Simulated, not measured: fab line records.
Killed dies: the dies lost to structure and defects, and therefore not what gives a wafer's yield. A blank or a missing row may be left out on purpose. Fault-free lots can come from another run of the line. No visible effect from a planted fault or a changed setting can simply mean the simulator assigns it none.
The tool behind it: which one? | flow n5_finfet | 24 lots, 72 wafers sampled, at 4 steps of a route of 1938

## WHAT EACH GAUGE READ, for each wafer
N5_BEOL_M14_THK_MEAS_01.
lot  | measured     | on            | M14_ILD_THK (nm)
L074 | day 11 05:25 | film_metro-02 | 1094 1097 1126
L075 | day 11 16:43 | film_metro-02 | 1125 1138 1129
L078 | day 12 00:02 | film_metro-01 | 1119 1111 1138
L077 | day 11 23:55 | film_metro-02 | 1147 1124 1114
L076 | day 12 10:15 | film_metro-02 | 1119 1141 1142
L080 | day 13 03:05 | film_metro-01 | 1128 1124 1127
L079 | day 13 03:21 | film_metro-02 | 1144 1131 1169
L081 | day 13 03:41 | film_metro-02 | 1114 1133 1141
L082 | day 13 08:28 | film_metro-01 | 1140 1123 1152
L084 | day 13 20:33 | film_metro-02 | 1105 1113 1135
L083 | day 13 23:38 | film_metro-01 | 1111 1125 1148
L085 | day 14 10:07 | film_metro-02 | 1113 1155 1107
L088 | day 14 23:07 | film_metro-01 | 1104 1117 1128
L086 | day 15 03:09 | film_metro-02 | 1116 1129 1124
L089 | day 15 03:25 | film_metro-01 | 1094 1111 1116
L087 | day 15 03:59 | film_metro-01 | 1112 1110 1136
L090 | day 15 06:13 | film_metro-01 | 1125 1140 1142
L092 | day 15 07:19 | film_metro-02 | 1124 1125 1121
L091 | day 15 22:17 | film_metro-01 | 1111 1130 1118
L093 | day 16 03:32 | film_metro-01 | 1119 1121 1126
L095 | day 16 17:42 | film_metro-02 | 1150 1147 1118
L094 | day 16 17:53 | film_metro-02 | 1097 1106 1121
L097 | day 16 21:50 | film_metro-01 | 1110 1136 1124
L096 | day 17 05:34 | film_metro-02 | 1090 1127 1118

N5_BEOL_M14_OVL_MEAS_11.
lot  | measured     | on         | V13_OVL (nm)
L074 | day 11 05:53 | overlay-02 | -3 -5 -4
L075 | day 11 17:03 | overlay-01 | -6 -10 -14
L078 | day 12 00:32 | overlay-02 | 0 -4 3
L077 | day 12 00:22 | overlay-02 | -5 -1 2
L076 | day 12 10:43 | overlay-01 | -3 0 -3
L080 | day 13 03:32 | overlay-02 | -7 -14 -10
L079 | day 13 03:49 | overlay-01 | -15 -9 -5
L081 | day 13 04:01 | overlay-01 | -1 5 -1
L082 | day 13 08:55 | overlay-01 | -10 5 1
L084 | day 13 20:53 | overlay-01 | -10 4 -9
L083 | day 14 00:06 | overlay-01 | -1 -5 -6
L085 | day 14 10:35 | overlay-01 | 2 0 -9
L088 | day 14 23:35 | overlay-02 | 3 12 3
L086 | day 15 03:37 | overlay-01 | -13 -5 -13
L089 | day 15 03:46 | overlay-02 | -2 -10 -9
L087 | day 15 04:19 | overlay-01 | -3 -6 1
L090 | day 15 06:32 | overlay-02 | -10 -4 -10
L092 | day 15 07:39 | overlay-02 | -6 -12 -9
L091 | day 15 22:38 | overlay-02 | -20 -5 -12
L093 | day 16 03:53 | overlay-01 | -8 -5 -11
L095 | day 16 18:10 | overlay-02 | -3 -7 -3
L094 | day 16 18:13 | overlay-02 | -9 -6 -4
L097 | day 16 22:11 | overlay-01 | -1 1 -4
L096 | day 17 05:54 | overlay-01 | -3 -14 -4

## TOOL THAT RAN EACH LOT (tool first, then ch and the chambers of the sampled wafers, then the start)
lot  | N5_BEOL_M13_ETCH_38                | N5_BEOL_M14_ILD_DEP_00
L074 | rie_diel-05 ch 0,1,2, day 11 03:05 | pecvd-04 ch 1,2, day 11 05:14
L075 | rie_diel-05 ch 2,3, day 11 14:43   | pecvd-03 ch 1,2, day 11 16:31
L078 | rie_diel-04 ch 0,3, day 11 20:52   | pecvd-04 ch 1,2, day 11 23:50
L077 | rie_diel-04 ch 0,1,2, day 11 21:44 | pecvd-03 ch 0,1,2, day 11 23:43
L076 | rie_diel-04 ch 0,1,3, day 12 07:30 | pecvd-03 ch 1,2, day 12 10:04
L080 | rie_diel-04 ch 0,3, day 13 01:04   | pecvd-04 ch 1,2, day 13 02:53
L079 | rie_diel-05 ch 0,1,2, day 13 01:08 | pecvd-03 ch 1,2, day 13 03:10
L081 | rie_diel-04 ch 0,1,2, day 13 01:19 | pecvd-04 ch 1,2, day 13 03:25
L082 | rie_diel-04 ch 0,1,2, day 13 04:56 | pecvd-03 ch 0,2, day 13 08:16
L084 | rie_diel-05 ch 0,1, day 13 18:32   | pecvd-04 ch 0,2, day 13 20:22
L083 | rie_diel-05 ch 0,1,2, day 13 20:08 | pecvd-03 ch 0,1,2, day 13 23:27
L085 | rie_diel-03 ch 0,1,2, day 14 08:10 | pecvd-02 ch 0,1,2, day 14 09:56
L088 | rie_diel-03 ch 1,2,3, day 14 20:54 | pecvd-04 ch 0,1, day 14 22:56
L086 | rie_diel-04 ch 0,1,3, day 15 00:49 | pecvd-03 ch 0,2, day 15 02:58
L089 | rie_diel-03 ch 0,1,2, day 15 01:38 | pecvd-03 ch 0,1, day 15 03:14
L087 | rie_diel-03 ch 0,1, day 15 01:55   | pecvd-04 ch 0,1,2, day 15 03:47
L090 | rie_diel-04 ch 0,3, day 15 03:50   | pecvd-03 ch 1,2, day 15 06:01
L092 | rie_diel-05 ch 0,2, day 15 05:02   | pecvd-04 ch 0,2, day 15 07:07
L091 | rie_diel-05 ch 0,1,3, day 15 18:13 | pecvd-04 ch 0,1, day 15 22:07
L093 | rie_diel-03 ch 2,3, day 16 01:11   | pecvd-02 ch 0,1,2, day 16 03:21
L095 | rie_diel-03 ch 2,3, day 16 15:33   | pecvd-02 ch 0,1, day 16 17:31
L094 | rie_diel-03 ch 1,2,3, day 16 15:49 | pecvd-04 ch 0,1,2, day 16 17:41
L097 | rie_diel-04 ch 0,3, day 16 19:23   | pecvd-04 ch 1,2, day 16 21:39
L096 | rie_diel-03 ch 0,3, day 17 03:28   | pecvd-04 ch 0,1,2, day 17 05:23
- N5_BEOL_M13_ETCH_38: etches SiCN in CF4/N2, target depth 67.5 nm, time 71.9 s.
- N5_BEOL_M14_ILD_DEP_00: deposits SiO2 from TEOS/O2, target thk 1119.3 nm, time 237.4 s.

## AS READ BY THE TOOLS THEMSELVES (means over the sampled wafers that have a number; for cases with no such wafer, the mark the record gives instead)
N5_BEOL_M13_ETCH_38.
lot  | tool        | drypump_motor_current_A (A) | oes_product_au (a.u.) | rf_vpp_V (V) | showerhead_plenum_p_Torr (Torr) | throttle_valve_pct (%)
L074 | rie_diel-05 | 5.8                         | 0.78                  | 381.9        | 2.15                            | 15.28
L075 | rie_diel-05 | 5.7                         | 0.75                  | 382.5        | 2.20                            | 15.56
L078 | rie_diel-04 | 6.0                         | 0.83                  | 381.3        | 2.21                            | 15.38
L077 | rie_diel-04 | 5.4                         | 0.84                  | 380.5        | 2.13                            | 15.39
L076 | rie_diel-04 | 5.5                         | 0.86                  | 382.0        | 2.21                            | 15.23
L080 | rie_diel-04 | 5.7                         | 0.82                  | 383.6        | 2.27                            | 15.22
L079 | rie_diel-05 | 5.8                         | 0.77                  | 381.1        | 2.15                            | 15.31
L081 | rie_diel-04 | 5.5                         | 0.83                  | 380.3        | 2.13                            | 15.40
L082 | rie_diel-04 | 5.4                         | 0.82                  | 381.0        | 2.13                            | 15.40
L084 | rie_diel-05 | 5.9                         | 0.81                  | 380.5        | 2.13                            | 15.12
L083 | rie_diel-05 | 5.8                         | 0.76                  | 380.8        | 2.14                            | 15.31
L085 | rie_diel-03 | 5.6                         | 0.84                  | 384.5        | 2.29                            | 15.45
L088 | rie_diel-03 | 5.6                         | 0.88                  | 384.3        | 2.28                            | 15.27
L086 | rie_diel-04 | 5.6                         | 0.82                  | 382.4        | 2.21                            | 15.28
L089 | rie_diel-03 | 5.5                         | 0.83                  | 384.5        | 2.29                            | 15.47
L087 | rie_diel-03 | 5.2                         | 0.81                  | 383.4        | 2.26                            | 15.56
L090 | rie_diel-04 | 5.7                         | 0.79                  | 383.6        | 2.27                            | 15.24
L092 | rie_diel-05 | 5.8                         | 0.76                  | 381.1        | 2.18                            | 15.45
L091 | rie_diel-05 | 5.7                         | 0.78                  | 381.2        | 2.14                            | 15.30
L093 | rie_diel-03 | 6.0                         | 0.87                  | 385.0        | 2.31                            | 15.19
L095 | rie_diel-03 | 5.9                         | 0.84                  | 384.9        | 2.27                            | 15.29
L094 | rie_diel-03 | 5.6                         | 0.85                  | 383.4        | 2.27                            | 15.30
L097 | rie_diel-04 | 5.7                         | 0.77                  | 383.3        | 2.26                            | 15.27
L096 | rie_diel-03 | 5.9                         | 0.78                  | 383.9        | 2.24                            | 15.60

N5_BEOL_M14_ILD_DEP_00.
lot  | tool     | heater_power_outer_w (W) | heater_power_w (W) | showerhead_plenum_p_Torr (Torr) | throttle_valve_pct (%)
L074 | pecvd-04 | 208                      | 413                | 8.331                           | 18.0
L075 | pecvd-03 | 380                      | 642                | 8.352                           | 17.7
L078 | pecvd-04 | 255                      | 479                | 8.322                           | 18.0
L077 | pecvd-03 | 365                      | 617                | 8.337                           | 18.3
L076 | pecvd-03 | 425                      | 701                | 8.345                           | 18.0
L080 | pecvd-04 | 233                      | 459                | 8.339                           | 17.9
L079 | pecvd-03 | 424                      | 700                | 8.332                           | 17.8
L081 | pecvd-04 | 232                      | 437                | 8.345                           | 18.1
L082 | pecvd-03 | 364                      | 619                | 8.317                           | 18.2
L084 | pecvd-04 | 283                      | 526                | 8.336                           | 18.4
L083 | pecvd-03 | 426                      | 681                | 8.347                           | 18.4
L085 | pecvd-02 | 266                      | 488                | 8.335                           | 18.5
L088 | pecvd-04 | 224                      | 441                | 8.328                           | 18.7
L086 | pecvd-03 | 393                      | 642                | 8.331                           | 18.2
L089 | pecvd-03 | 430                      | 665                | 8.313                           | 19.2
L087 | pecvd-04 | 287                      | 531                | 8.319                           | 18.3
L090 | pecvd-03 | 409                      | 701                | 8.339                           | 17.7
L092 | pecvd-04 | 316                      | 566                | 8.325                           | 17.9
L091 | pecvd-04 | 231                      | 455                | 8.330                           | 18.5
L093 | pecvd-02 | 281                      | 496                | 8.340                           | 18.5
L095 | pecvd-02 | 278                      | 475                | 8.353                           | 18.8
L094 | pecvd-04 | 285                      | 515                | 8.341                           | 18.3
L097 | pecvd-04 | 247                      | 480                | 8.344                           | 17.9
L096 | pecvd-04 | 238                      | 447                | 8.343                           | 18.3

## THE ANSWER, worked out from the rows above alone
Rule: usual is defined by the lots themselves. Put in order of their means at a reading, lots are off if they are a third of the lots or fewer, leave a main group of 4 or more, and stand apart from it by a gap of 3 or more times the standard deviation of the main group's means; of several such gaps the widest counts. A main group is skipped when, at the precision printed for the reading in the tables above, its means are all equal. A lot without any number at a reading at which 4 lots or more have one is off too. Any other lot the step has rows for is counted as sound. First the gauges in route order, then the tools' own readings, where a lot's mean is used as printed above. At the first step where some lot is off, the reading lying furthest off is the one used; lots without a number count as furthest.
Nothing can be told from this: no lot is off at any reading shown.

## WHAT THE SIMULATOR PUT IN
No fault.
